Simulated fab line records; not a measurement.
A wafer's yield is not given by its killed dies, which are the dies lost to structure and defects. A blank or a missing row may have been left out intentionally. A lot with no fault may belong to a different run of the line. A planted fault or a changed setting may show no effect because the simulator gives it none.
Matching of chambers || flow n5_finfet || N5_BEOL_M6_ALD_77 on ald_metal-03: 4 sister chambers
The step deposits TaN, target thk 2 nm, pulse time 2 s, purge time 3 s. 16 wafers are shown with their chamber, then 8 later ones without.

== WAFERS PAIRED WITH THEIR CHAMBERS ==
{"wafer": "L074.1", "chamber": 0, "heater_power_w (W)": 342, "chamber_pressure_Torr (Torr)": 3.002, "precursor_vessel_pressure_torr (Torr)": 26.24}
{"wafer": "L074.2", "chamber": 2, "heater_power_w (W)": 396, "chamber_pressure_Torr (Torr)": 3.003, "precursor_vessel_pressure_torr (Torr)": 26.29}
{"wafer": "L074.3", "chamber": 3, "heater_power_w (W)": 447, "chamber_pressure_Torr (Torr)": 2.999, "precursor_vessel_pressure_torr (Torr)": 26.25}
{"wafer": "L079.2", "chamber": 0, "heater_power_w (W)": 333, "chamber_pressure_Torr (Torr)": 2.996, "precursor_vessel_pressure_torr (Torr)": 26.22}
{"wafer": "L079.3", "chamber": 2, "heater_power_w (W)": 395, "chamber_pressure_Torr (Torr)": 2.997, "precursor_vessel_pressure_torr (Torr)": 26.23}
{"wafer": "L079.4", "chamber": 3, "heater_power_w (W)": 448, "chamber_pressure_Torr (Torr)": 2.992, "precursor_vessel_pressure_torr (Torr)": 26.18}
{"wafer": "L085.1", "chamber": 2, "heater_power_w (W)": 399, "chamber_pressure_Torr (Torr)": 3.015, "precursor_vessel_pressure_torr (Torr)": 26.31}
{"wafer": "L085.4", "chamber": 1, "heater_power_w (W)": 468, "chamber_pressure_Torr (Torr)": 2.997, "precursor_vessel_pressure_torr (Torr)": 26.25}
{"wafer": "L085.6", "chamber": 1, "heater_power_w (W)": 482, "chamber_pressure_Torr (Torr)": 2.994, "precursor_vessel_pressure_torr (Torr)": 26.30}
{"wafer": "L090.1", "chamber": 1, "heater_power_w (W)": 479, "chamber_pressure_Torr (Torr)": 3.005, "precursor_vessel_pressure_torr (Torr)": 26.22}
{"wafer": "L090.2", "chamber": 2, "heater_power_w (W)": 401, "chamber_pressure_Torr (Torr)": 3.000, "precursor_vessel_pressure_torr (Torr)": 26.17}
{"wafer": "L090.3", "chamber": 0, "heater_power_w (W)": 351, "chamber_pressure_Torr (Torr)": 3.003, "precursor_vessel_pressure_torr (Torr)": 26.17}
{"wafer": "L092.1", "chamber": 1, "heater_power_w (W)": 466, "chamber_pressure_Torr (Torr)": 3.005, "precursor_vessel_pressure_torr (Torr)": 26.30}
{"wafer": "L092.2", "chamber": 0, "heater_power_w (W)": 348, "chamber_pressure_Torr (Torr)": 2.989, "precursor_vessel_pressure_torr (Torr)": 26.26}
{"wafer": "L092.3", "chamber": 3, "heater_power_w (W)": 438, "chamber_pressure_Torr (Torr)": 3.000, "precursor_vessel_pressure_torr (Torr)": 26.30}
{"wafer": "L091.1", "chamber": 1, "heater_power_w (W)": 469, "chamber_pressure_Torr (Torr)": 2.996, "precursor_vessel_pressure_torr (Torr)": 26.22}

SIGNATURES, as means of the wafers listed above
{"reading": "heater_power_w", "chamber 0": 343.50, "chamber 1": 472.80, "chamber 2": 397.75, "chamber 3": 444.33, "scatter within a chamber": 6.32}
{"reading": "chamber_pressure_Torr", "chamber 0": 2.99750, "chamber 1": 2.99940, "chamber 2": 3.00375, "chamber 3": 2.99700, "scatter within a chamber": 0.00618}
{"reading": "precursor_vessel_pressure_torr", "chamber 0": 26.2225, "chamber 1": 26.2580, "chamber 2": 26.2500, "chamber 3": 26.2433, "scatter within a chamber": 0.0502}
Rule: a wafer lies at a distance from a chamber equal to the root of the sum of squares, over the readings, of (its reading less the chamber's mean, divided by the reading's scatter). If the next closest chamber is less than 2 further off than the closest, the wafer can't be placed; otherwise it belongs to the closest. The scatter: take each reading less its chamber's mean, square it, sum over the shown wafers, divide by the number of wafers less the number of chambers, and take the root.

== WAFERS WHOSE CHAMBER IS MISSING ==
{"wafer": "L091.4", "heater_power_w (W)": 447, "chamber_pressure_Torr (Torr)": 3.012, "precursor_vessel_pressure_torr (Torr)": 26.28}
{"wafer": "L091.6", "heater_power_w (W)": 341, "chamber_pressure_Torr (Torr)": 3.008, "precursor_vessel_pressure_torr (Torr)": 26.20}
{"wafer": "L096.1", "heater_power_w (W)": 405, "chamber_pressure_Torr (Torr)": 3.010, "precursor_vessel_pressure_torr (Torr)": 26.23}
{"wafer": "L096.2", "heater_power_w (W)": 461, "chamber_pressure_Torr (Torr)": 2.999, "precursor_vessel_pressure_torr (Torr)": 26.28}
{"wafer": "L096.5", "heater_power_w (W)": 484, "chamber_pressure_Torr (Torr)": 2.993, "precursor_vessel_pressure_torr (Torr)": 26.27}
{"wafer": "L097.1", "heater_power_w (W)": 408, "chamber_pressure_Torr (Torr)": 3.005, "precursor_vessel_pressure_torr (Torr)": 26.23}
{"wafer": "L097.4", "heater_power_w (W)": 470, "chamber_pressure_Torr (Torr)": 2.997, "precursor_vessel_pressure_torr (Torr)": 26.20}
{"wafer": "L097.6", "heater_power_w (W)": 453, "chamber_pressure_Torr (Torr)": 2.993, "precursor_vessel_pressure_torr (Torr)": 26.27}

== EACH ONE'S CHAMBER ==
{"wafer": "L091.4", "from the rows above": 3, "in truth": 3}
{"wafer": "L091.6", "from the rows above": 0, "in truth": 0}
{"wafer": "L096.1", "from the rows above": 2, "in truth": 2}
{"wafer": "L096.2", "from the rows above": "can't be placed: 1 or 3", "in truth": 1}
{"wafer": "L096.5", "from the rows above": 1, "in truth": 1}
{"wafer": "L097.1", "from the rows above": 2, "in truth": 2}
{"wafer": "L097.4", "from the rows above": 1, "in truth": 1}
{"wafer": "L097.6", "from the rows above": "can't be placed: 3 or 1", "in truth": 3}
6 of 8 placed correctly. From these rows, 2 cannot be placed; in 2 the true chamber is one of the candidates. Wrongly placed: 0.
